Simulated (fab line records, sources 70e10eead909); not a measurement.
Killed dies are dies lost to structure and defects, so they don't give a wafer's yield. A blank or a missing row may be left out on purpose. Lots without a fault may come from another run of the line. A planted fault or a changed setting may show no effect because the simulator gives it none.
A struck lot beside a sound one | flow nand_harc | 17 steps out of a route of 1302
Sound: wafers L227.1, L227.5, L227.6. Struck: wafers L230.3, L230.4, L230.6. The cause comes at the end.
At each step with rows: each side's tool, then ch and its chambers, then its first start. Under that, the readings that differ: sound wafers | struck wafers | difference of the means | sigmas: that difference in standard deviations of wafers without a fault.
alike: readings whose means differ by less than 2 such deviations, and words and numbers that are the same on both sides. not compared: withheld readings, readings that some wafer has no value for, bounds like >300 that may hide the same value, and numbers for which the record gives no deviation and whose values overlap.
The two part at a step that has a row with sigmas, a row that says differs or no value, or rows on one side only. Numbers that don't overlap but have no deviation are shown without sigmas and don't part them. A reading that every wafer of one side lacks parts them only if that side has two wafers or more.

first, 2 steps without rows for these wafers: NHARC_P_STI_SRD_39; NHARC_P_STI_OXIDE_40 (material SiO2, target thk 10 nm, ox time 1362 s).
NHARC_P_STI_INSPECT_25:
  sound on defect_inspect-02, day 6 12:41; struck on defect_inspect-01, day 7 21:30
  alike: raw_defect_count
then, 9 steps without rows for these wafers: NHARC_P_GATE_ETCH_69 (etches SiO2 in dHF, target depth 14 nm); NHARC_P_GATE_PRECLEAN_70 (cleans in SC1); NHARC_P_GATE_SRD_01; NHARC_P_GATE_OXIDE_02 (material SiO2, target thk 37.5 nm, ox time 365 s); NHARC_P_GATE_DEHYDRATE_03 (time 120 s); NHARC_P_GATE_HMDS_04 (time 30 s); NHARC_P_GATE_COAT_05; NHARC_P_GATE_SOFTBAKE_06 (time 95 s); NHARC_P_GATE_EBR_07.
NHARC_P_GATE_EXPOSE_08: exposes mask P HV.
  sound on krf_scanner-03 ch 0, day 6 21:19; struck on krf_scanner-01 ch 0, day 8 06:55
  reading | sound                | struck                  | difference | sigmas
  mask    | P_HV#0 P_HV#0 P_HV#0 | P_NSD#0 P_NSD#0 P_NSD#0 | differs    |
  alike: reticle_temp_C
then, 2 steps without rows for these wafers: NHARC_P_GATE_PEB_09 (peb time 85 s); NHARC_P_GATE_DEVELOP_10 (time 70 s).
NHARC_P_GATE_CD_MEAS_11: target cd 1640 nm.
  sound on cd_sem-03 ch 0, day 6 21:28; struck on cd_sem-01 ch 0, day 8 07:04
  reading    | sound                | struck | difference                    | sigmas
  cd_nm (nm) | 1639.7 1637.6 1638.6 | - - -  | no value on the struck wafers |
then, 1 step without rows for these wafers: NHARC_P_GATE_HARDBAKE_12 (time 80 s).

WHERE THEY PART
First at NHARC_P_GATE_EXPOSE_08; last, within this record, at NHARC_P_GATE_CD_MEAS_11.

WHY: what the simulator had put in
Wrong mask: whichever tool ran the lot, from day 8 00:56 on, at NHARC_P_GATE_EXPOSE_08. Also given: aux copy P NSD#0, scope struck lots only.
